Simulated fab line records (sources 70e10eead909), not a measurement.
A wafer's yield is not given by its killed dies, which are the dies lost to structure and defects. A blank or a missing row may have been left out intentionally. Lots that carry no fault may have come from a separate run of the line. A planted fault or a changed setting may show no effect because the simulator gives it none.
Comparing a struck lot with a sound one / flow nand-harc / 14 out of 1302 route steps
Sound: wafers L116.3, L116.4, L116.6. Struck: wafer L111.1 (left out: L111.4, a lot-mate that was not struck); the cause follows at the end.
At each step with rows: each side's tool, then ch and its chambers, then its first start. Under that, the readings that differ: sound wafers / struck wafers / difference of the means / sigmas: that difference in standard deviations of wafers without a fault.
alike: a reading whose means differ by less than 2 such deviations, as well as words and numbers matching on both sides. not compared: withheld readings; readings where some wafer has no value; bounds like >300 that might hide an equal value; numbers whose values overlap and for which the record gives no deviation.
A row with sigmas, a row that says differs or no value, or rows on one side alone: a step with any of these is where the two part. Numbers that have no deviation but don't overlap get no sigmas and don't part them. A reading that every wafer of one side lacks parts them only if that side has two wafers or more.

first, 5 steps without rows for these wafers: NHARC_A_STAIRCASE_EXPOSE_181 (exposes mask STAIR 2); NHARC_A_STAIRCASE_PEB_182 (peb time 130 s); NHARC_A_STAIRCASE_DEVELOP_183 (time 140 s); NHARC_A_STAIRCASE_HARDBAKE_185 (time 140 s); NHARC_A_STAIRCASE_DESCUM_186 (chemistry O2, time 3 s).
NHARC_A_STAIRCASE_TRIM_187: chemistry O2, time 211.2 s.
  sound on rie-diel-03 ch 2,3, day 23 22:47; struck on rie-diel-08 ch 2, day 21 14:40
reading=oes-product-au (a.u.); sound=1.008 1.003 0.998; struck=1.019; difference=+0.016; sigmas=+2
  alike: drypump-motor-current-A, rf-vpp-V, run-length-s, showerhead-plenum-p-Torr, throttle-valve-pct
  not compared: rf-hours-counter-h
NHARC_A_STAIRCASE_ETCH_188: etches the open film in C4F8/O2, target depth 100 nm, time 40.5 s.
  sound on rie-diel-03 ch 0,2; struck on rie-diel-08 ch 1
  alike: oes-product-au, rf-vpp-V
  not compared: rf-hours-counter-h
then, 1 step without rows for these wafers: NHARC_A_STAIRCASE_TRIM_189 (chemistry O2, time 211.2 s).
NHARC_A_STAIRCASE_ETCH_190: etches the open film in C4F8/O2, target depth 100 nm, time 40.5 s.
  sound on rie-diel-03 ch 0,1; struck on rie-diel-08 ch 3
  alike: oes-product-au, rf-vpp-V
  not compared: rf-hours-counter-h
NHARC_A_STAIRCASE_TRIM_191: chemistry O2, time 211.2 s.
  sound on rie-diel-03 ch 0,2,3; struck on rie-diel-08 ch 2
reading=oes-product-au (a.u.); sound=0.997 0.993 1.006; struck=1.015; difference=+0.016; sigmas=+2
  alike: drypump-motor-current-A, rf-vpp-V, run-length-s, showerhead-plenum-p-Torr, throttle-valve-pct
  not compared: rf-hours-counter-h
NHARC_A_STAIRCASE_ETCH_192: etches the open film in C4F8/O2, target depth 100 nm, time 40.5 s.
  sound on rie-diel-03 ch 0,2,3; struck on rie-diel-08 ch 2
  alike: oes-product-au, rf-vpp-V
  not compared: rf-hours-counter-h
NHARC_A_STAIRCASE_TRIM_193: chemistry O2, time 211.2 s.
  sound on rie-diel-03 ch 1,2,3, day 23 23:31; struck on rie-diel-08 ch 2, day 21 15:21
reading=run-length-s (s); sound=232.1 232.5 232.2; struck=224.2; difference=-8.1; sigmas=-22
  alike: drypump-motor-current-A, oes-product-au, rf-vpp-V, showerhead-plenum-p-Torr, throttle-valve-pct
  not compared: rf-hours-counter-h
then, 2 steps without rows for these wafers: NHARC_A_STAIRCASE_ETCH_194 (etches the open film in C4F8/O2, target depth 100 nm, time 40.5 s); NHARC_END_SORT_01.

== WHERE THEY PART ==
Last at NHARC_A_STAIRCASE_TRIM_193 as far as this record goes, first at NHARC_A_STAIRCASE_TRIM_187.

WHY: what had been put in by the simulator
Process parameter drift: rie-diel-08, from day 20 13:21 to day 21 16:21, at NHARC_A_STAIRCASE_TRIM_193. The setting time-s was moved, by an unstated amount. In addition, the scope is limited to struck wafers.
